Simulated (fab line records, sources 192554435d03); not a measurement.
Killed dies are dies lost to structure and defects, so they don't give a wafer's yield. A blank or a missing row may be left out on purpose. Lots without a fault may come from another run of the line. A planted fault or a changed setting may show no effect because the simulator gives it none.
Split-lot experiment | flow n5_finfet | 7 lots, 39 wafers read, on a route of 1938 steps

THE SPLIT
At N5_BEOL_M7_TRENCH_ETCH_37 (etches SiCOH lowk in C4F6/O2, target depth 93.478 nm, time 31.2 s), the setting time_s was moved away from the recipe's 31.2 s on 9 of the 39 wafers read, by -21.4% to +53.0%. The other wafers ran this setting at the recipe's value.

FROM THE SPLIT TO THE READING: what the file shows between them, 11 steps
- N5_BEOL_M7_ETCH_41: etches SiCN in CH3F/O2, target depth 31.9 nm, time 57.8 s
- N5_BEOL_M7_STRIP_80: strips in N2/H2, time 10 s
- N5_BEOL_M7_OCD_MEAS_38
- N5_BEOL_M7_HM_STRIP_39: strips TiN in peroxide tin strip, target depth 25 nm, time 158 s
- N5_BEOL_M7_SRD_40: time 30 s
- N5_BEOL_M7_ECD_50: material Cu, target thk 300 nm
- N5_BEOL_M7_ANNEAL_51: time 90 s
- N5_BEOL_M7_CMP_52: polishes, stops on SiCOH lowk, t overpolish 6.9 s, target thk 80 nm
- N5_BEOL_M7_THK_MEAS_53: measures by xrf
- N5_BEOL_M7_PRE_CLEAN_55: time 15 s
- N5_BEOL_M7_DEP_56: deposits SiCN from 3MS/NH3, target thk 10 nm, time 17.5 s

THE READING
M7_RS, in ohm/sq, at N5_BEOL_M7_RS_MEAS_57 (measures by four-point-probe). Fault-free wafers of this fab line usually give 0.286 ohm/sq, standard deviation 0.0092 ohm/sq.

wafer  | tool, chamber at the split | time_s as run, s | against the recipe | M7_RS, ohm/sq | against lot-mates on the recipe
L078.1 | rie_diel-05, 0             | 31.2             | recipe             | 0.279         | -
L078.2 | rie_diel-05, 1             | 31.2             | recipe             | 0.282         | -
L078.3 | rie_diel-05, 3             | 47.73            | +53.0%             | 0.174         | -0.109
L078.4 | rie_diel-05, 2             | 47.73            | +53.0%             | 0.169         | -0.114
L078.5 | rie_diel-05, 3             | 31.2             | recipe             | 0.289         | -
L078.6 | rie_diel-05, 2             | 47.73            | +53.0%             | 0.163         | -0.120
L081.1 | rie_diel-05, 0             | 31.2             | recipe             | 0.280         | -
L081.2 | rie_diel-05, 2             | 31.2             | recipe             | 0.292         | -
L081.3 | rie_diel-05, 1             | 31.2             | recipe             | 0.289         | -
L081.4 | rie_diel-05, 3             | 31.2             | recipe             | 0.313         | -
L081.5 | rie_diel-05, 1             | 31.2             | recipe             | 0.295         | -
L081.6 | rie_diel-05, 2             | 31.2             | recipe             | 0.299         | -
L086.1 | rie_diel-04, 3             | 31.2             | recipe             | 0.288         | -
L086.2 | rie_diel-04, 0             | 31.2             | recipe             | 0.285         | -
L086.3 | rie_diel-04, 2             | 31.2             | recipe             | 0.276         | -
L086.4 | rie_diel-04, 3             | 31.2             | recipe             | 0.292         | -
L086.5 | rie_diel-04, 2             | 31.2             | recipe             | 0.276         | -
L086.6 | rie_diel-04, 0             | 31.2             | recipe             | 0.283         | -
L089.2 | rie_diel-05, 1             | 31.2             | recipe             | 0.292         | -
L089.3 | rie_diel-05, 0             | 31.2             | recipe             | 0.282         | -
L089.6 | rie_diel-05, 1             | 31.2             | recipe             | 0.293         | -
L090.1 | rie_diel-04, 2             | 31.2             | recipe             | 0.283         | -
L090.2 | rie_diel-04, 3             | 45.72            | +46.5%             | 0.173         | -0.106
L090.3 | rie_diel-04, 1             | 31.2             | recipe             | 0.270         | -
L090.4 | rie_diel-04, 0             | 31.2             | recipe             | 0.283         | -
L090.5 | rie_diel-04, 0             | 45.72            | +46.5%             | 0.173         | -0.106
L090.6 | rie_diel-04, 1             | 45.72            | +46.5%             | 0.161         | -0.118
L092.1 | rie_diel-01, 2             | 31.2             | recipe             | 0.285         | -
L092.2 | rie_diel-01, 3             | 31.2             | recipe             | 0.294         | -
L092.3 | rie_diel-01, 0             | 31.2             | recipe             | 0.300         | -
L092.4 | rie_diel-01, 1             | 31.2             | recipe             | 0.287         | -
L092.5 | rie_diel-01, 2             | 31.2             | recipe             | 0.296         | -
L092.6 | rie_diel-01, 3             | 31.2             | recipe             | 0.298         | -
L097.1 | rie_diel-04, 2             | 31.2             | recipe             | 0.276         | -
L097.2 | rie_diel-04, 3             | 31.2             | recipe             | 0.293         | -
L097.3 | rie_diel-04, 0             | 31.2             | recipe             | 0.298         | -
L097.4 | rie_diel-04, 1             | 24.52            | -21.4%             | 0.380         | +0.091
L097.5 | rie_diel-04, 0             | 24.52            | -21.4%             | 0.416         | +0.127
L097.6 | rie_diel-04, 1             | 24.52            | -21.4%             | 0.397         | +0.108

THE FIT
A straight line over all 39 wafers: M7_RS changes by -0.00271 ohm/sq for each +1% of time_s; r = -0.95; the points scatter about the line by 0.018 ohm/sq.
The same after taking each lot's own level away (the mean of its wafers on the recipe; 39 wafers): -0.00258 ohm/sq for each +1%; r = -0.95; scatter 0.017 ohm/sq.
On that fit, the largest move of time_s shifts the reading by 0.14 ohm/sq.
The lots' own levels span 0.2787 to 0.2947 ohm/sq, that is 1.7 times the standard deviation above.
So the lot-to-lot level changes the slope little: the two slopes agree.
Check: with one of the wafers moved furthest among these (+53.0%) left out of the fit, the line predicts -0.135 ohm/sq for it against its lot-mates. It came out at -0.109 ohm/sq against them.

THE WHOLE CHAIN: every reading that the file lists as answering this split, in the file's order
step                      | what it does                                                        | reading                                                                          | change (the file's fit)                | r (the file's)
N5_BEOL_M7_TRENCH_ETCH_37 | etches SiCOH lowk in C4F6/O2, target depth 93.478 nm, time 31.2 s   | BEOL_M7.feature_depth_nm (the simulator's own value, which no gauge read)        | +0.915 nm for each +1% of the setting  | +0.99
N5_BEOL_M7_TRENCH_ETCH_37 | etches SiCOH lowk in C4F6/O2, target depth 93.478 nm, time 31.2 s   | etch.depth_nm (the simulator's own value, which no gauge read)                   | +0.915 nm for each +1% of the setting  | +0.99
N5_BEOL_M7_TRENCH_ETCH_37 | etches SiCOH lowk in C4F6/O2, target depth 93.478 nm, time 31.2 s   | TiN_of_BEOL_M7_HM_DEP_02.thk_nm (the simulator's own value, which no gauge read) | -0.0249 nm for each +1% of the setting | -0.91
N5_BEOL_M7_OCD_MEAS_38    |                                                                     | trench_depth_nm                                                                  | +0.918 nm for each +1% of the setting  | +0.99
N5_BEOL_M7_CMP_52         | polishes, stops on SiCOH lowk, t overpolish 6.9 s, target thk 80 nm | Cu_of_BEOL_M7_ECD_50.thk_nm (the simulator's own value, which no gauge read)     | +0.915 nm for each +1% of the setting  | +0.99
N5_BEOL_M7_THK_MEAS_53    | measures by xrf                                                     | M7_THK                                                                           | +0.925 for each +1% of the setting     | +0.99
N5_BEOL_M7_RS_MEAS_57     | measures by four-point-probe                                        | M7_RS                                                                            | -0.00249 for each +1% of the setting   | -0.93

THE FILE'S OWN FIT
M7_RS changes by -0.00249 ohm/sq for each +1% of time_s, r = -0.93.
